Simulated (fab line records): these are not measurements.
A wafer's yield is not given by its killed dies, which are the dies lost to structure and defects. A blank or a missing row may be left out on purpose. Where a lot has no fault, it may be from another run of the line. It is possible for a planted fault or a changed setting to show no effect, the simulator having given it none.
fab line records | flow n5-finfet
record lots=10 wafers=30 last-day=17
route steps=1938 shown BEOL_M10@1506 TV_OPEN@1887 PASSIVATION@1908
lots untouched by any fault: they come from a run of this same line in which no faults occurred
start-h: hours from the record's first day to the start of the lot's first wafer shown | wait-h: hours elapsed since this lot's preceding step | " repeats the value in the row above | L1.1+2: a single row standing in for several wafers | - value missing, or start not given | * or withheld: withheld | < > ~ a bound
route shown NAME@n: names a module that has steps shown in the file, with the first one's number in the route | usual: mean and standard deviation over wafers with no fault | same: alike in all rows | chamber/n: place in a boat | sites: per-site readings | _std_site: their standard deviation | _edge_site: mean of outer sites minus mean of inner sites | radius-mm: how far each site lies from the wafer's centre | mask NAME#n: copy n | behind: tool/chamber where the wafer was last shaped | hold: why the lot was held/for how many hours/how that ended | device: the transistor (n, p or np) that didn't switch | end of line: at the end of the route, the tests of the same wafers | where a step has no rows: the recipe by itself | killed: count of dies lost to structure and defects at first sort (not the wafer's yield) | map: a wafer's dies, marking killed ones x, the rest . and places with no die _
set.NAME: the run value of the setting; set.NAME@STEP: its run value at that earlier step | model.NAME: the simulator's own value behind a step, which no gauge read
route steps across a sampled set of lots; one table per step, one row per wafer
services: a tool's chamber out of use, with start hour (start-h, from the record's first day; less than 0 if before it), hours out, and reason
## steps
# step N5_BEOL_M10_ETCH_65
# recipe chemistry=CF4 target=SiARC target-depth-a=390 mask-material=CAR-ArF time-s=65 ion-energy-ev=80 pressure-mtorr=40 source-w=545 bias-w=36 Ar_flow_sccm=100 cf4-flow-sccm=100 ends=cleared
# usual drypump-motor-current-A=5.8/0.46 etch-rf-on-time-s=65.2/1.7 oes-product-au=0.69/0.066 rf-vpp-V=183.8/1.2 showerhead-plenum-p-Torr=2.13/0.062 throttle-valve-pct=15.53/0.22
# columns lot.wafer tool chamber start-h wait-h drypump-motor-current-A etch-rf-on-time-s oes-product-au rf-hours-counter-h rf-vpp-V showerhead-plenum-p-Torr throttle-valve-pct
L696.2 rie-diel-03 0 203.02 0.0 5.8 64.7 0.72 48 185.0 2.09 15.52
L696.4 " 3 " " 6.3 62.9 0.60 230 184.2 2.11 15.78
L696.5 " 2 " " 6.6 64.9 0.71 - 182.2 2.10 15.42
L699.1 rie-diel-03 3 239.17 0.0 6.3 63.3 0.59 242 184.1 2.11 15.82
L699.5 " 1 " " 5.1 63.6 0.60 - 183.8 2.11 15.71
L699.6 " 0 " " 5.8 64.4 0.72 - 182.8 2.08 15.52
L698.1 rie-diel-05 3 239.33 0.0 5.6 65.0 0.60 219 185.7 2.20 15.84
L698.2 " 2 " " 5.2 68.2 0.65 133 183.5 2.07 15.32
L698.4 " 0 " " 5.5 64.0 0.71 72 186.0 2.17 15.13
L700.2 rie-diel-04 0 253.63 0.0 5.7 65.0 0.76 35 182.9 2.10 15.68
L700.3 " 1 " " 6.4 65.3 0.72 63 185.0 2.25 15.69
L700.5 " 2 " " 5.9 64.8 0.80 - 186.4 2.28 15.18
L702.1 rie-diel-03 1 258.84 0.0 5.1 63.1 0.61 251 184.1 2.11 15.72
L702.3 " 2 " " 6.6 65.1 0.68 81 182.8 2.09 15.44
L702.6 " 3 " " 6.3 63.0 0.59 - 184.1 2.11 15.83
L701.2 rie-diel-03 1 259.36 0.0 5.2 63.2 0.60 252 184.4 2.11 15.73
L701.3 " 2 " " 6.6 65.0 0.68 81 183.7 2.09 15.46
L701.6 " 2 " " 6.6 65.0 0.69 - 182.3 2.09 15.45
L708.1 rie-diel-03 1 297.89 0.0 5.1 63.2 0.82 7 183.3 2.11 15.27
L708.3 " 0 " " 5.8 64.5 0.69 78 184.2 2.08 15.60
L708.5 " 0 " " 5.8 64.3 0.70 - 183.4 2.08 15.59
L711.1 rie-diel-03 1 307.06 0.0 5.2 63.7 0.81 10 183.4 2.11 15.28
L711.4 " 0 " " 5.8 64.1 0.70 - 183.9 2.07 15.58
L711.6 " 2 " " 6.6 64.0 0.67 - 182.1 2.08 15.50
L710.1 rie-diel-03 1 314.10 0.0 5.2 64.6 0.79 13 182.9 2.10 15.29
L710.3 " 0 " " 5.8 66.1 0.68 85 182.5 2.07 15.59
L710.6 " 1 " " 5.1 64.8 0.79 - 183.4 2.10 15.30
L717.1 rie-diel-05 1 343.01 0.0 5.8 68.5 0.69 76 184.5 2.09 15.65
L717.5 " 0 " " 5.5 64.4 0.67 - 184.1 2.16 15.21
L717.6 " 3 " " 5.6 64.8 0.58 - 184.7 2.18 15.92
# step N5_PASSIVATION_PASS_ETCH_74
# recipe chemistry=CF4/O2 target=SiNx target-depth-a=2200 time-s=110 ion-energy-ev=100 pressure-mtorr=40 source-w=535 bias-w=49 Ar_flow_sccm=100 cf4-flow-sccm=100 O2_flow_sccm=10
# usual drypump-motor-current-A=5.9/0.35 oes-product-au=0.81/0.089 rf-vpp-V=238/5.1 showerhead-plenum-p-Torr=2.23/0.075 throttle-valve-pct=15.97/0.19
# columns lot.wafer tool chamber start-h wait-h drypump-motor-current-A oes-product-au rf-hours-counter-h rf-vpp-V showerhead-plenum-p-Torr throttle-valve-pct
L696.2 rie-diel-02 3 242.15 0.0 5.6 0.95 10 235 2.24 15.74
L696.4 " 0 " " 5.6 0.70 243 238 2.10 16.01
L696.5 " 2 " " 5.9 0.82 - 234 2.14 15.83
L699.1 rie-diel-02 2 281.29 0.1 5.9 0.80 108 235 2.14 15.84
L699.5 " 3 " " 5.6 0.90 - 235 2.23 15.75
L699.6 " 2 " " 5.9 0.81 - 233 2.14 15.85
L698.1 rie-diel-01 3 285.92 0.0 6.2 0.79 88 245 2.31 15.91
L698.2 " 0 " " 5.1 0.86 67 250 2.14 15.99
L698.4 " 2 " " 5.6 0.70 219 237 2.28 16.11
L700.2 rie-diel-01 2 289.95 0.0 5.6 0.71 221 238 2.28 16.11
L700.3 " 1 " " 5.9 0.96 17 237 2.15 16.13
L700.5 " 0 " " 5.1 0.85 - 249 2.14 16.01
L701.2 rie-diel-02 3 298.54 0.0 5.6 0.90 30 233 2.23 15.78
L701.3 " 2 " " 5.9 0.80 114 234 2.13 15.85
L701.6 " 3 " " 5.5 0.89 - 233 2.23 15.78
L702.1 rie-diel-06 0 302.76 0.0 5.6 0.73 204 242 2.20 16.20
L702.3 " 3 " " 6.5 0.69 243 242 2.25 16.14
L702.6 " 1 " " 6.0 0.70 - 238 2.29 16.13
L708.1 rie-diel-01 0 341.13 0.0 5.1 0.83 85 248 2.14 16.03
L708.3 " 2 " " 5.6 0.70 235 238 2.27 16.13
L708.5 " 0 " " 5.1 0.84 - 249 2.14 16.02
L711.1 rie-diel-02 2 345.70 0.0 5.9 0.78 127 234 2.13 15.88
L711.4 " 1 " " 6.3 0.87 68 231 2.16 15.85
L711.6 " 3 " " 5.5 0.86 - 235 2.22 15.81
L710.1 rie-diel-06 1 353.96 0.0 6.1 0.68 208 238 2.29 16.18
L710.3 " 3 " " 6.4 1.00 1 244 2.24 15.66
L710.6 " 3 " " 6.5 1.00 - 242 2.24 15.65
L717.1 rie-diel-02 2 391.93 0.0 5.9 0.76 143 234 2.12 15.90
L717.5 " 1 " " 6.3 0.86 - 231 2.15 15.89
L717.6 " 2 " " 5.9 0.76 - 233 2.13 15.91
# step N5_PASSIVATION_ETCH_15
# recipe chemistry=CF4/N2 target=SiCN target-depth-a=750 taper-deg=2 time-s=81.2 ion-energy-ev=150 mask-material=SiNx pressure-mtorr=40 source-w=430 bias-w=70 Ar_flow_sccm=100 cf4-flow-sccm=60 n2-flow-sccm=60
# usual drypump-motor-current-A=5.9/0.35 oes-product-au=0.81/0.089 rf-vpp-V=382.9/1.9 showerhead-plenum-p-Torr=2.23/0.076 throttle-valve-pct=15.41/0.19
# columns lot.wafer tool chamber start-h wait-h drypump-motor-current-A oes-product-au rf-hours-counter-h rf-vpp-V showerhead-plenum-p-Torr throttle-valve-pct
L696.2 rie-diel-02 3 - - 5.5 0.93 10 383.3 2.24 15.18
L696.4 " 0 " " 5.6 0.69 243 378.3 2.09 15.44
L696.5 " 2 " " 5.9 0.81 - 381.4 2.14 15.23
L699.1 rie-diel-02 2 - - 5.9 0.80 108 381.1 2.13 15.24
L699.5 " 3 " " 5.5 0.90 - 383.1 2.23 15.23
L699.6 " 2 " " 5.9 0.80 - 380.7 2.13 15.27
L698.1 rie-diel-01 3 - - 6.2 0.79 89 385.8 2.32 15.37
L698.2 " 0 " " 5.1 0.86 67 381.1 2.14 15.43
L698.4 " 2 " " 5.6 0.71 219 383.6 2.28 15.57
L700.2 rie-diel-01 2 - - 5.7 0.71 221 382.6 2.28 15.58
L700.3 " 1 " " 6.0 0.96 17 380.9 2.16 15.58
L700.5 " 0 " " 5.1 0.85 - 381.8 2.14 15.43
L701.2 rie-diel-02 3 - - 5.5 0.89 30 383.7 2.23 15.23
L701.3 " 2 " " 5.9 0.79 114 382.2 2.13 15.25
L701.6 " 3 " " 5.5 0.91 - 383.6 2.23 15.25
L702.1 rie-diel-06 0 - - 5.6 0.72 204 381.2 2.20 15.65
L702.3 " 3 " " 6.4 0.69 243 382.8 2.24 15.59
L702.6 " 1 " " 6.1 0.69 - 384.8 2.29 15.55
L708.1 rie-diel-01 0 - - 5.1 0.84 85 381.1 2.14 15.44
L708.3 " 2 " " 5.7 0.70 235 385.4 2.27 15.61
L708.5 " 0 " " 5.1 0.83 - 380.6 2.14 15.45
L711.1 rie-diel-02 2 - - 5.9 0.78 127 380.3 2.12 15.31
L711.4 " 1 " " 6.3 0.87 68 380.3 2.16 15.30
L711.6 " 3 " " 5.6 0.86 - 383.6 2.23 15.26
L710.1 rie-diel-06 1 - - 6.0 0.69 208 384.5 2.28 15.61
L710.3 " 3 " " 6.4 1.00 1 383.6 2.24 15.07
L710.6 " 3 " " 6.4 1.01 - 383.7 2.24 15.07
L717.1 rie-diel-02 2 - - 5.9 0.76 143 378.9 2.12 15.32
L717.5 " 1 " " 6.4 0.86 - 380.1 2.15 15.33
L717.6 " 2 " " 5.9 0.77 - 379.0 2.12 15.33
# step N5_PASSIVATION_DESCUM_32
# recipe chemistry=O2 time-s=7.9 source-power-w=50 bias-power-w=20 pressure-mtorr=20 rf-frequency-hz=2.712e+07 temp-c=40 o2-flow-sccm=225
# usual drypump-motor-current-A=5.8/0.39 oes-product-au=0.81/0.082 rf-vpp-V=243.1/1.4 showerhead-plenum-p-Torr=2.09/0.078 throttle-valve-pct=20.36/0.26
# columns lot.wafer tool chamber start-h wait-h drypump-motor-current-A oes-product-au rf-hours-counter-h rf-vpp-V showerhead-plenum-p-Torr throttle-valve-pct
L696.2 rie-diel-03 0 245.04 0.0 5.8 0.84 62 242.4 2.03 20.39
L696.4 " 1 " " 5.2 0.70 245 241.0 2.08 20.57
L696.5 " 1 " " 5.2 0.70 - 243.0 2.08 20.59
L699.1 rie-diel-04 1 283.34 0.0 6.4 0.84 75 245.8 2.22 20.69
L699.5 " 0 " " 5.7 0.88 - 242.4 2.03 20.53
L699.6 " 1 " " 6.4 0.84 - 244.3 2.22 20.69
L698.1 rie-diel-04 0 287.23 0.0 5.7 0.88 48 241.8 2.03 20.54
L698.2 " 1 " " 6.4 0.84 77 245.2 2.22 20.69
L698.4 " 2 " " 5.9 0.91 32 244.4 2.25 20.11
L700.2 rie-diel-03 0 291.46 0.0 5.8 0.82 76 242.8 2.02 20.41
L700.3 " 3 " " 6.3 0.67 265 242.3 2.05 20.60
L700.5 " 3 " " 6.3 0.67 - 242.9 2.05 20.60
L701.2 rie-diel-04 1 300.36 0.2 6.4 0.82 81 245.3 2.22 20.72
L701.3 " 2 " " 5.9 0.90 36 245.9 2.25 20.11
L701.6 " 3 " " 5.9 0.96 - 243.3 2.14 20.40
L702.1 rie-diel-05 2 306.17 0.3 5.2 0.73 157 242.1 2.01 20.16
L702.3 " 0 " " 5.4 0.79 94 243.4 2.09 19.80
L702.6 " 1 " " 5.8 0.84 - 242.5 2.04 20.44
L708.1 rie-diel-04 1 342.78 0.0 6.4 0.80 95 246.6 2.21 20.73
L708.3 " 3 " " 6.0 0.91 22 244.3 2.14 20.41
L708.5 " 1 " " 6.4 0.81 - 245.9 2.21 20.72
L711.1 rie-diel-03 3 347.32 0.0 6.3 0.95 12 242.3 2.05 20.20
L711.4 " 0 " " 5.8 0.80 98 243.4 2.02 20.43
L711.6 " 2 " " 6.6 0.78 - 243.6 2.02 20.35
L710.1 rie-diel-05 1 355.29 0.0 5.8 0.82 81 242.3 2.03 20.47
L710.3 " 2 " " 5.2 0.71 176 241.0 2.00 20.20
L710.6 " 3 " " 5.6 0.66 - 243.3 2.14 20.62
L717.1 rie-diel-05 1 393.53 0.0 5.8 0.79 99 242.6 2.03 20.47
L717.5 " 1 " " 5.8 0.80 - 242.1 2.03 20.49
L717.6 " 2 " " 5.2 0.70 - 242.4 2.00 20.21
# step N5_PASSIVATION_PROBE_49
# usual defect-limited-yield=91.4/1.6 killed_at_M0_to_M3=34/10 killed_at_M4_up=12/4.8 killed-at-contacts=11/6.2 killed-at-front-end=39/13 killed-at-other=4/3.1 killed-dies=101/19 killed-on-rim=13/4.1 killed-open=67/14 killed-short=32/8.3 sort_bin_5_function=5.0/1 sort_bin_6_memory=3.2/0.76 sort-n-pass=1079/19 sort-yield-pct=91.4/1.6
# same gross-dies=1180 killed-at-back-side=0 sort_bin_4_leakage[%]=0 sort_bin_8_speed[%]=0
# columns lot.wafer tool chamber start-h wait-h defect-limited-yield[%] killed_at_M0_to_M3 killed_at_M4_up killed-at-contacts killed-at-front-end killed-at-other killed-dies killed-on-rim killed-open killed-short sort_bin_5_function[%] sort_bin_6_memory[%] sort-n-pass sort-yield-pct[%]
L702.1 prober-01 - 311.26 0.0 90.8 44 8 11 35 10 108 14 64 44 5.5 3.5 1072 90.8
L702.3 prober-01 - 311.36 0.1 91.6 42 7 5 39 6 99 16 45 51 4.6 2.9 1081 91.6
L702.6 prober-01 - 311.51 0.3 90.3 48 18 6 36 6 114 12 68 44 6.0 3.1 1066 90.3
L708.3 prober-01 - 349.45 0.2 88.3 31 21 15 68 3 138 17 90 46 6.4 4.7 1042 88.3
L708.5 prober-01 - 349.55 0.3 88.2 37 21 8 70 3 139 13 111 26 6.9 4.5 1041 88.2
L711.1 prober-02 - 352.34 0.0 83.0 21 121 20 36 3 201 30 61 28 10.3 3.6 979 83.0
L711.4 prober-02 - 352.49 0.2 93.1 20 8 7 43 4 82 14 48 28 4.1 2.2 1098 93.1
L711.6 prober-02 - 352.59 0.3 92.7 36 17 15 15 3 86 11 56 30 4.0 3.1 1094 92.7
L710.1 prober-02 - 360.08 0.0 82.4 20 125 9 52 2 208 30 68 27 10.4 4.7 972 82.4
L710.3 prober-02 - 360.18 0.1 94.2 16 12 10 31 0 69 14 43 26 3.3 2.4 1111 94.2
L710.6 prober-02 - 360.33 0.3 83.6 19 127 4 43 0 193 30 46 28 10.3 3.4 987 83.6
# killed by level:class
L702.1 STI_FIN_REVEAL:geometric-particle:open=14 BEOL_M0_SAQP:geometric-particle:open=13 BEOL_M0_SAQP:geometric-particle:short=12 FIN_SAQP:geometric-particle:short=11 MOL_CONTACT_COAG:geometric-particle:open=8 FIN_SAQP:geometric-particle:open=5 BEOL_M0:geometric-particle:open=4 BEOL_M1:geometric-particle:open=4
L702.3 BEOL_M0_SAQP:geometric-particle:short=17 FIN_SAQP:geometric-particle:short=11 BEOL_M0_SAQP:geometric-particle:open=10 STI_FIN_REVEAL:geometric-particle:open=7 MOL_CONTACT_COAG:geometric-particle:open=4 STARTING-WAFER:geometric-particle:short=4 BEOL_M2:geometric-particle:open=3 DUMMY_GATE:geometric-particle:short=3
L702.6 BEOL_M0_SAQP:geometric-particle:open=18 BEOL_M0_SAQP:geometric-particle:short=16 GATE_CUT:geometric-particle:short=8 FIN_SAQP:geometric-particle:open=6 BEOL_M4:geometric-particle:open=6 MOL_CONTACT_COAG:geometric-particle:open=5 FIN_SAQP:geometric-particle:short=4 GATE_CUT:geometric-particle:open=4
L708.3 STI_FIN_REVEAL:geometric-particle:open=29 BEOL_M4:geometric-particle:open=12 GATE_CUT:geometric-particle:short=11 MOL_CONTACT_COAG:geometric-particle:open=11 BEOL_M0_SAQP:geometric-particle:short=9 BEOL_M3:geometric-particle:open=7 BEOL_M0_SAQP:geometric-particle:open=7 ILD0:geometric-particle:open=6
L708.5 STI_FIN_REVEAL:geometric-particle:open=37 BEOL_M3:geometric-particle:open=13 BEOL_M4:geometric-particle:open=11 BEOL_M0_SAQP:geometric-particle:open=8 FIN_SAQP:geometric-particle:open=6 GATE_CUT:geometric-particle:open=5 BEOL_M1:geometric-particle:open=5 STI_FIN_REVEAL:geometric-particle:short=4
L711.1 BEOL_M10:unspecified=110 MOL_CONTACT_COAG:geometric-particle:open=19 FIN_SAQP:geometric-particle:open=7 GATE_CUT:geometric-particle:short=6 FIN_SAQP:geometric-particle:short=4 DUMMY_GATE:geometric-particle:open=4 BEOL_M2:geometric-particle:open=4 BEOL_M4:geometric-particle:open=4
L711.4 STI_FIN_REVEAL:geometric-particle:open=8 MOL_CONTACT_COAG:geometric-particle:open=6 BEOL_M3:geometric-particle:open=6 BEOL_M2:geometric-particle:open=5 HKMG_FIN:area-etch=5 FIN_SAQP:geometric-particle:short=4 FIN_SAQP:geometric-particle:open=4 STI_FIN_REVEAL:geometric-particle:short=4
L711.6 MOL_CONTACT_COAG:geometric-particle:open=10 BEOL_M2:geometric-particle:open=10 BEOL_M1:geometric-particle:open=6 MOL_CONTACT_COAG:geometric-particle:short=5 BEOL_M0_SAQP:geometric-particle:short=5 BEOL_M1:geometric-particle:short=5 BEOL_M4:geometric-particle:open=4 BEOL_M0_SAQP:geometric-particle:open=3
L710.1 BEOL_M10:unspecified=111 FIN_SAQP:geometric-particle:open=20 FIN_SAQP:geometric-particle:short=14 MOL_CONTACT_COAG:geometric-particle:open=8 BEOL_M0_SAQP:geometric-particle:open=6 BEOL_M5:geometric-particle:open=6 BEOL_M2:geometric-particle:open=5 BEOL_M3:geometric-particle:open=4
L710.3 MOL_CONTACT_COAG:geometric-particle:open=10 FIN_SAQP:geometric-particle:open=5 STARTING-WAFER:geometric-particle:short=5 GATE_CUT:geometric-particle:short=4 STI_FIN_REVEAL:geometric-particle:open=4 ILD0:geometric-particle:short=4 BEOL_M2:geometric-particle:open=4 BEOL_M5:geometric-particle:open=4
L710.6 BEOL_M10:unspecified=119 FIN_SAQP:geometric-particle:open=18 FIN_SAQP:geometric-particle:short=11 BEOL_M1:geometric-particle:short=6 GATE_CUT:geometric-particle:open=5 BEOL_M5:geometric-particle:open=4 STARTING-WAFER:geometric-particle:short=4 MOL_CONTACT_COAG:geometric-particle:open=3
## services
# columns tool chamber start-h hours kind
rie-diel-01 1 186.73 2.2 repair
rie-diel-02 3 191.24 - clean
rie-diel-02 3 191.24 - consumable-replace:focus-ring
rie-diel-02 3 191.24 21.9 scheduled-down
rie-diel-02 3 191.24 21.9 vent-cycle
rie-diel-01 3 210.45 5.0 repair
rie-diel-06 0 241.54 35.5 repair
rie-diel-05 1 269.99 15.2 repair
rie-diel-02 1 275.33 12.3 repair
rie-diel-01 - 291.01 0.8 repair
rie-diel-03 3 293.99 9.0 repair
rie-diel-04 3 294.36 5.3 repair
rie-diel-05 - 294.65 0.6 repair
rie-diel-05 2 295.50 9.8 repair
rie-diel-06 0 310.84 9.6 repair
rie-diel-03 2 317.61 2.5 repair
rie-diel-05 0 326.20 1.9 repair
rie-diel-05 3 332.91 4.5 repair
rie-diel-02 0 348.61 5.8 repair
rie-diel-05 3 350.53 1.5 repair
rie-diel-05 0 352.21 22.3 repair
rie-diel-01 0 375.74 13.6 repair
rie-diel-01 2 388.29 8.3 repair
rie-diel-02 3 389.99 6.1 repair
## key
first-sign step=N5_PASSIVATION_PROBE_49 reading=killed_at_M4_up direction=up sigmas=23 usual=12 struck=124
effect step=N5_PASSIVATION_PROBE_49 reading=killed-dies direction=up sigmas=5.3 usual=101 struck=201
more-kills-born-at N5_BEOL_M10_ETCH_65@rie-diel-03=340
met-at N5_BEOL_M10_ETCH_65
struck-lots L710,L711
struck-wafers L710.1,L710.6,L711.1
not-acting-at N5_PASSIVATION_PASS_ETCH_74,N5_PASSIVATION_ETCH_15,N5_PASSIVATION_DESCUM_32
onset-between 297.89 307.06
fault kind=chamber-particle-source tool=rie-diel-03 chamber=1 onset-h=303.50 steps=N5_BEOL_M10_ETCH_65 rate-per-visit-cm2=1.0137 end-h=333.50
